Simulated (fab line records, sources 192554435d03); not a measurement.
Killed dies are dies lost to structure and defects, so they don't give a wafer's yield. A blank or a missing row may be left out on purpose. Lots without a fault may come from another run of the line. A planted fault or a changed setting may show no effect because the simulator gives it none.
fab line records | flow n5_finfet
record lots=6 wafers=18 last_day=19
route steps=1938 shown BEOL_M14@1767 BEOL_M15@1773 PASSIVATION@1936
lots that met no fault: from a run of the same line without faults
start_h: hours from the record's first day to the start of the lot's first wafer shown | wait_h: hours since the lot's step before | " the same as in the row above | L1.1+2: a row that stands for several wafers | - no value, or no start given | * or withheld: withheld | < > ~ a bound
route shown NAME@n: a module of which the file shows steps, and the number in the route of the first | usual: mean/standard deviation of fault-free wafers | same: alike in all rows | chamber/n: place in a boat | sites: the reading at each site | _std_site: their standard deviation | _edge_site: outer sites' mean less inner sites' | radius_mm: how far each site lies from the wafer's centre | mask NAME#n: copy n | behind: the tool/chamber that last shaped the wafer | hold: why the lot was held/for how many hours/how that ended | device: the transistor (n, p or np) that didn't switch | end of line: the same wafers' tests at the end of the route | a step without rows: its recipe alone | killed: dies lost to structure and defects at the first sort, not the wafer's yield | map: a wafer's dies, x killed, . not, _ none there
set.NAME: the setting as run; set.NAME@STEP: as run at that earlier step | model.NAME: the simulator's own value behind a step, which no gauge read
lots at some steps of the route; a table a step, a row a wafer
services: from which hour (start_h, from the record's first day; less than 0 if before it) a tool's chamber was out of use, for how many hours, and why
## steps
# step N5_BEOL_M14_CMP_49
# recipe stop_on=SiO2 t_overpolish_s=5.2 down_force_psi=2 platen_rpm=80 clearing_platen_down_force_psi=2 clearing_platen_rpm=80 post_cmp_clean=cu_alkaline target_thk_nm=560 clearing_platen_pad_velocity_m_s=1.5917 pad_velocity_m_s=1.5917
# usual barrier_field_endpoint_s=11.37/0.27 motor_current_A=8.3/0.62 overpolish_run_s=5.200/0.0088 platen_rpm=80.00/0.05 time_to_endpoint_s=120/4.8
# columns lot.wafer tool chamber start_h wait_h barrier_field_endpoint_s motor_current_A overpolish_run_s platen_rpm time_to_endpoint_s
L871.2 cmp-02 1 297.42 0.2 11.58 7.8 5.193 79.98 125
L871.4 " 3 " " 11.33 7.5 5.195 80.00 119
L871.6 " 1 " " 11.45 8.0 5.211 80.02 122
L875.2 cmp-04 2 313.22 0.3 11.49 7.9 5.194 80.03 123
L875.3 " 3 " " 11.40 7.4 5.213 80.03 123
L875.5 " 0 " " 11.59 8.2 5.200 79.94 125
L891.1 cmp-04 1 412.66 0.3 11.16 8.9 5.195 79.95 119
L891.2 " 2 " " 11.65 8.2 5.204 80.07 124
L891.6 " 1 " " 11.37 8.9 5.200 80.01 122
L893.2 cmp-02 1 415.43 0.3 11.50 8.0 5.207 79.88 124
L893.5 " 3 " " 11.14 7.7 5.195 79.94 117
L893.6 " 0 " " 11.00 9.4 5.193 80.02 115
L890.3 cmp-02 3 415.58 0.3 11.12 7.4 5.195 79.98 117
L890.1 " 0 " " 11.10 9.1 5.182 79.98 109
L890.5 " 3 " " 11.10 7.6 5.181 80.03 118
L894.2 cmp-02 0 428.52 0.2 11.16 8.8 5.193 80.04 116
L894.4 " 2 " " 11.65 8.4 5.213 80.03 121
L894.5 " 0 " " 11.28 9.4 5.201 79.99 118
# step N5_BEOL_M14_THK_MEAS_50
# recipe thk_meas_gauge=xrf reads=Cu_of_BEOL_M14_ECD_47
# usual M14_THK=565/14
# columns lot.wafer tool chamber start_h wait_h M14_THK[nm]
L871.2 film_metro-01 - 297.71 - 549
L871.4 " - " " 564
L871.6 " - " " 574
L875.2 film_metro-02 - 313.45 - 585
L875.3 " - " " 552
L875.5 " - " " 587
L891.1 film_metro-02 - 412.95 - 549
L891.2 " - " " 579
L891.6 " - " " 570
L893.2 film_metro-01 - 415.65 - 568
L893.5 " - " " 586
L893.6 " - " " 575
L890.1 film_metro-02 - 415.88 - 544
L890.3 " - " " 555
L890.5 " - " " 545
L894.2 film_metro-02 - 428.82 - 552
L894.4 " - " " 548
L894.5 " - " " 556
# step N5_BEOL_M14_PRE_CLEAN_52
# recipe gas=NH3 time_s=15 temp_c=withheld rf_power_w=300
# step N5_BEOL_M14_DEP_53
# recipe material=SiCN target_thk_a=500 temp_c=withheld precursor=3MS/NH3 pressure_torr=3 rf_w=675 time_s=17.8
# usual showerhead_plenum_p_Torr=4.151/0.026 throttle_valve_pct=18.0/0.91
# columns lot.wafer tool chamber start_h wait_h showerhead_plenum_p_Torr throttle_valve_pct
L871.2 pecvd-02 2 297.78 0.0 4.120 17.3
L871.4 " 0 " " 4.176 19.3
L871.6 " 1 " " 4.147 19.6
L875.2 pecvd-04 1 313.51 0.0 4.163 18.9
L875.3 " 2 " " 4.112 17.2
L875.5 " 0 " " 4.159 18.0
L891.1 pecvd-01 1 413.01 0.0 4.148 17.0
L891.2 " 2 " " 4.186 16.4
L891.6 " 1 " " 4.152 16.7
L893.2 pecvd-01 0 415.71 0.0 4.174 17.9
L893.5 " 2 " " 4.193 16.3
L893.6 " 0 " " 4.196 17.5
L890.1 pecvd-04 0 415.94 0.0 4.163 18.0
L890.3 " 1 " " 4.159 16.2
L890.5 " 0 " " 4.161 18.0
L894.2 pecvd-01 1 428.88 0.0 4.153 17.0
L894.4 " 1 " " 4.150 16.8
L894.5 " 0 " " 4.177 17.8
# step N5_BEOL_M14_RS_MEAS_54
# recipe thk_meas_gauge=four-point-probe reads=Cu_of_BEOL_M14_ECD_47+Ta_of_BEOL_M14_SPUTTER_44+TaN_of_BEOL_M14_SPUTTER_43
# usual M14_RS=0.0331/0.00085
# columns lot.wafer tool chamber start_h wait_h M14_RS[ohm/sq]
L871.2 film_metro-01 - 297.85 0.1 0.0341
L871.4 " - " " 0.0329
L871.6 " - " " 0.0323
L875.2 film_metro-01 - 313.57 0.1 0.0321
L875.3 " - " " 0.0340
L875.5 " - " " 0.0320
L891.1 film_metro-01 - 413.08 0.0 0.0342
L891.2 " - " " 0.0322
L891.6 " - " " 0.0327
L893.2 film_metro-01 - 415.78 0.1 0.0331
L893.5 " - " " 0.0322
L893.6 " - " " 0.0328
L890.1 film_metro-01 - 416.01 0.0 0.0344
L890.3 " - " " 0.0336
L890.5 " - " " 0.0343
L894.2 film_metro-01 - 428.95 0.1 0.0337
L894.4 " - " " 0.0342
L894.5 " - " " 0.0336
# step N5_BEOL_M14_INSPECT_55
# recipe inspect_instrument=darkfield mode=post_dep
# usual raw_defect_count=75/21
# columns lot.wafer tool chamber start_h wait_h raw_defect_count
L871.2 defect_inspect-01 - 297.88 0.0 70
L871.4 " - " " 90
L871.6 " - " " 108
L875.2 defect_inspect-02 - 313.60 0.0 68
L875.3 " - " " 73
L875.5 " - " " 85
L891.1 defect_inspect-02 - 413.11 0.0 118
L891.2 " - " " 57
L891.6 " - " " 77
L893.2 defect_inspect-02 - 415.81 0.0 66
L893.5 " - " " 103
L893.6 " - " " 93
L890.1 defect_inspect-01 - 416.03 0.0 51
L890.3 " - " " 95
L890.5 " - " " 36
L894.2 defect_inspect-01 - 428.97 0.0 70
L894.4 " - " " 67
L894.5 " - " " 50
# step N5_BEOL_M15_ILD_DEP_00
# recipe material=SiO2 target_thk_a=16293 temp_c=400 precursor=TEOS/O2 pressure_torr=6.5 rf_w=900 teos_flow_sccm=161.4 gas=O2 flow_sccm=2650 time_s=346.1
# usual heater_power_w=530/81 showerhead_plenum_p_Torr=8.34/0.037 throttle_valve_pct=19.4/1.3
# columns lot.wafer tool chamber start_h wait_h heater_power_w showerhead_plenum_p_Torr throttle_valve_pct
L871.2 pecvd-03 0 297.91 0.0 687 8.36 21.1
L871.4 " 0 " " 528 8.35 21.0
L871.6 " 2 " " 419 8.37 17.4
L875.2 pecvd-03 0 313.64 0.0 674 8.35 21.1
L875.3 " 2 " " 497 8.36 17.3
L875.5 " 2 " " 404 8.36 17.9
L891.1 pecvd-02 2 413.14 0.0 587 8.29 18.5
L891.2 " 1 " " 648 8.31 20.2
L891.6 " 0 " " 440 8.37 20.0
L893.2 pecvd-03 1 415.84 0.0 414 8.34 20.4
L893.5 " 2 " " 546 8.37 17.8
L893.6 " 0 " " 672 8.40 21.0
L890.1 pecvd-02 0 416.07 0.0 568 8.38 20.1
L890.3 " 2 " " 553 8.28 18.4
L890.5 " 0 " " 438 8.41 19.8
L894.2 pecvd-02 2 429.01 0.0 592 8.28 18.4
L894.4 " 0 " " 540 8.38 19.8
L894.5 " 2 " " 453 8.29 18.3
# step N5_BEOL_M15_THK_MEAS_01
# recipe reads=SiO2_of_BEOL_M15_ILD_DEP_00
# usual M15_ILD_THK=1636/21
# columns lot.wafer tool chamber start_h wait_h M15_ILD_THK[nm]
L871.2 film_metro-01 - 298.16 0.1 1640
L871.4 " - " " 1640
L871.6 " - " " 1646
L875.2 film_metro-02 - 313.89 0.1 1637
L875.3 " - " " 1631
L875.5 " - " " 1643
L891.1 film_metro-01 - 413.39 0.1 1632
L891.2 " - " " 1655
L891.6 " - " " 1675
L893.2 film_metro-01 - 416.09 0.1 1654
L893.5 " - " " 1689
L893.6 " - " " 1642
L890.1 film_metro-01 - 416.32 0.1 1638
L890.3 " - " " 1618
L890.5 " - " " 1648
L894.2 film_metro-01 - 429.26 0.1 1617
L894.4 " - " " 1650
L894.5 " - " " 1647
# step N5_BEOL_M15_COAT_58
# recipe resist=BARC temp_c=205 time_s=60 spin_rpm=1500 resist_thk_nm=89
# step N5_BEOL_M15_COAT_04
# recipe spin_rpm=1704 resist_thk_nm=800
# step N5_BEOL_M15_EBR_06
# recipe solvent=PGMEA ebr_width_mm=1.5
# step N5_BEOL_M15_SOFTBAKE_05
# recipe temp_c=130 time_s=60
# step N5_BEOL_M15_EXPOSE_07
# recipe mask_id=V14 na=0.8 source_shape=annular sigma_inner=0.5 sigma_outer=0.8 polarization=unpolarized attpsm_phase_deg=180 dose_mj=41.25
# usual exposure_dose_mJ_cm2=41.20/0.04
# columns lot.wafer tool chamber start_h wait_h mask exposure_dose_mJ_cm2
L871.2 krf_scanner-01 0 298.30 - V14#0 41.06
L871.4 " 0 " " V14#0 41.15
L871.6 " 0 " " V14#0 41.10
L875.2 krf_scanner-02 0 314.02 - V14#0 41.18
L875.3 " 0 " " V14#0 41.22
L875.5 " 0 " " V14#0 41.28
L891.1 krf_scanner-01 0 413.65 - V14#0 42.57
L891.2 " 0 " " V14#0 42.61
L891.6 " 0 " " V14#0 42.58
L893.2 krf_scanner-02 0 416.36 - V14#0 41.17
L893.5 " 0 " " V14#0 41.17
L893.6 " 0 " " V14#0 41.19
L890.1 krf_scanner-01 0 416.58 - V14#0 42.29
L890.3 " 0 " " V14#0 42.35
L890.5 " 0 " " V14#0 42.31
L894.2 krf_scanner-02 0 429.40 - V14#0 41.19
L894.4 " 0 " " V14#0 41.26
L894.5 " 0 " " V14#0 41.18
# step N5_BEOL_M15_PEB_08
# recipe peb_temp_c=130 peb_time_s=90
# step N5_PASSIVATION_PROBE_49
# usual defect_limited_yield=91.0/1.4 killed_at_M0_to_M3=33/11 killed_at_M4_up=14/5 killed_at_contacts=11/7.3 killed_at_front_end=43/12 killed_at_other=4/3.1 killed_dies=106/17 killed_on_rim=14/3.8 killed_open=69/13 killed_short=34/8.7 sort_bin_5_function=5.2/0.96 sort_bin_6_memory=3.3/0.66 sort_n_pass=1074/17 sort_yield_pct=91.0/1.4
# same gross_dies=1180 killed_at_back_side=0 sort_bin_4_leakage[%]=0 sort_bin_8_speed[%]=0
# columns lot.wafer tool chamber start_h wait_h defect_limited_yield[%] killed_at_M0_to_M3 killed_at_M4_up killed_at_contacts killed_at_front_end killed_at_other killed_dies killed_on_rim killed_open killed_short sort_bin_5_function[%] sort_bin_6_memory[%] sort_n_pass sort_yield_pct[%]
L871.2 prober-01 - 326.52 0.1 92.9 18 10 16 36 4 84 10 60 24 3.6 3.2 1096 92.9
L871.4 prober-01 - 326.62 0.2 92.8 20 10 8 43 4 85 13 54 31 4.3 2.2 1095 92.8
L871.6 prober-01 - 326.72 0.3 90.2 22 18 4 66 6 116 15 73 40 5.9 3.5 1064 90.2
L875.2 prober-01 - 336.61 0.1 90.2 37 15 15 47 2 116 24 80 36 5.8 3.8 1064 90.2
L875.3 prober-01 - 336.66 0.1 90.1 33 9 13 55 7 117 20 69 42 4.8 4.3 1063 90.1
L875.5 prober-01 - 336.76 0.2 90.8 35 8 15 48 3 109 13 84 24 5.4 3.7 1071 90.8
L893.2 prober-02 - 438.54 0.1 92.5 30 9 4 37 8 88 11 65 22 3.5 3.5 1092 92.5
L893.5 prober-02 - 438.69 0.2 90.8 31 5 13 55 5 109 15 68 41 5.9 2.9 1071 90.8
L893.6 prober-02 - 438.74 0.3 91.5 15 12 12 51 10 100 11 63 37 4.9 3.3 1080 91.5
L890.5 prober-01 - 444.78 0.2 92.7 33 16 6 27 4 86 13 55 31 4.2 3.0 1094 92.7
# killed by level:class
L871.2 MOL_CONTACT_COAG:geometric_particle:open=13 STI_FIN_REVEAL:geometric_particle:open=10 FIN_SAQP:geometric_particle:open=9 BEOL_M1:geometric_particle:short=5 STI_FIN_REVEAL:geometric_particle:short=5 BEOL_M3:geometric_particle:open=5 FIN_SAQP:geometric_particle:short=4 DUMMY_GATE:geometric_particle:open=4
L871.4 FIN_SAQP:geometric_particle:short=14 STI_FIN_REVEAL:geometric_particle:open=14 MOL_CONTACT_COAG:geometric_particle:open=8 FIN_SAQP:geometric_particle:open=5 STI_FIN_REVEAL:geometric_particle:short=5 BEOL_M1:geometric_particle:open=5 BEOL_M4:geometric_particle:open=5 BEOL_M3:geometric_particle:open=4
L871.6 STI_FIN_REVEAL:geometric_particle:open=18 FIN_SAQP:geometric_particle:open=15 FIN_SAQP:geometric_particle:short=12 BEOL_M0_SAQP:geometric_particle:open=7 BEOL_M4:geometric_particle:open=7 GATE_CUT:geometric_particle:short=6 BEOL_M0_SAQP:geometric_particle:short=5 BEOL_M1:geometric_particle:short=5
L875.2 FIN_SAQP:geometric_particle:short=14 BEOL_M3:geometric_particle:open=12 MOL_CONTACT_COAG:geometric_particle:open=11 BEOL_M1:geometric_particle:open=10 BEOL_M5:geometric_particle:open=7 DUMMY_GATE:geometric_particle:open=6 BEOL_M0_SAQP:geometric_particle:open=6 FIN_SAQP:geometric_particle:open=5
L875.3 STI_FIN_REVEAL:geometric_particle:open=19 FIN_SAQP:geometric_particle:short=10 MOL_CONTACT_COAG:geometric_particle:open=10 BEOL_M0_SAQP:geometric_particle:short=6 BEOL_M2:geometric_particle:open=6 BEOL_M1:geometric_particle:open=5 HKMG_FIN:area_etch=5 DUMMY_GATE:geometric_particle:open=4
L875.5 STI_FIN_REVEAL:geometric_particle:open=16 MOL_CONTACT_COAG:geometric_particle:open=15 FIN_SAQP:geometric_particle:open=13 BEOL_M3:geometric_particle:open=8 BEOL_M0_SAQP:geometric_particle:short=7 FIN_SAQP:geometric_particle:short=6 BEOL_M1:geometric_particle:open=5 BEOL_M0_SAQP:geometric_particle:open=5
L893.2 STI_FIN_REVEAL:geometric_particle:open=12 BEOL_M0_SAQP:geometric_particle:open=10 PASS1_CAP:geometric_particle:short=8 BEOL_M3:geometric_particle:open=7 FIN_SAQP:geometric_particle:short=5 DUMMY_GATE:geometric_particle:open=5 FIN_SAQP:geometric_particle:open=4 MOL_CONTACT_COAG:geometric_particle:open=4
L893.5 FIN_SAQP:geometric_particle:open=16 BEOL_M0_SAQP:geometric_particle:short=11 FIN_SAQP:geometric_particle:short=10 STI_FIN_REVEAL:geometric_particle:open=9 MOL_CONTACT_COAG:geometric_particle:open=9 ILD0:geometric_particle:short=7 BEOL_M3:geometric_particle:open=6 BEOL_M0_SAQP:geometric_particle:open=5
L893.6 FIN_SAQP:geometric_particle:short=11 MOL_CONTACT_COAG:geometric_particle:open=10 FIN_SAQP:geometric_particle:open=8 GATE_CUT:geometric_particle:open=8 STI_FIN_REVEAL:geometric_particle:open=6 PASS1_CAP:geometric_particle:open=6 DUMMY_GATE:geometric_particle:open=5 BEOL_M4:geometric_particle:short=5
L890.5 STI_FIN_REVEAL:geometric_particle:open=15 BEOL_M0_SAQP:geometric_particle:open=9 BEOL_M0_SAQP:geometric_particle:short=7 STI_FIN_REVEAL:geometric_particle:short=5 BEOL_M4:geometric_particle:open=5 MOL_CONTACT_COAG:geometric_particle:short=4 BEOL_M2:geometric_particle:open=4 BEOL_M5:geometric_particle:open=4
## services
# columns tool chamber start_h hours kind
cmp-04 - 273.48 0.8 repair
krf_scanner-02 0 274.99 - calibration
cmp-02 - 276.03 0.5 repair
cmp-02 - 277.21 8.7 pm
pecvd-01 1 292.97 3.6 repair
krf_scanner-02 - 294.53 2.9 repair
pecvd-01 - 297.04 28.1 pm
krf_scanner-01 - 313.60 1.3 pm
krf_scanner-01 0 321.09 - calibration
krf_scanner-01 - 321.73 1.0 pm
cmp-04 - 323.84 1.4 repair
pecvd-03 - 331.36 0.6 repair
krf_scanner-02 - 341.44 4.0 repair
cmp-04 - 351.66 1.4 repair
krf_scanner-02 - 364.86 1.3 pm
cmp-02 - 374.01 0.6 repair
pecvd-02 - 376.57 1.0 repair
pecvd-01 - 377.41 1.3 repair
cmp-04 - 387.49 0.4 repair
krf_scanner-02 - 402.54 0.8 pm
cmp-04 - 413.56 4.5 pm
krf_scanner-02 - 421.96 1.2 repair
krf_scanner-02 - 423.17 1.0 pm
cmp-04 - 425.42 0.4 repair
## key
first_sign step=N5_BEOL_M15_EXPOSE_07 reading=exposure_dose_mJ_cm2 direction=up sigmas=31 usual=41.20 struck=42.45
effect none on later readings
met_at N5_BEOL_M15_EXPOSE_07
struck_wafers L890.1,L890.3,L890.5,L891.1,L891.2,L891.6
loop_trim step=N5_BEOL_M15_EXPOSE_07 setting=dose lots=L890
onset_between 298.30 413.65
fault kind=process_parameter_drift tool=krf_scanner-01 chamber=- onset_h=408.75 steps=N5_BEOL_M15_EXPOSE_07 channel=dose_mj offset=1.3973 shape=step acts_in=these_recipes_only stated=41.25
# loop_trim: a control loop set the setting to another value than it would have without faults
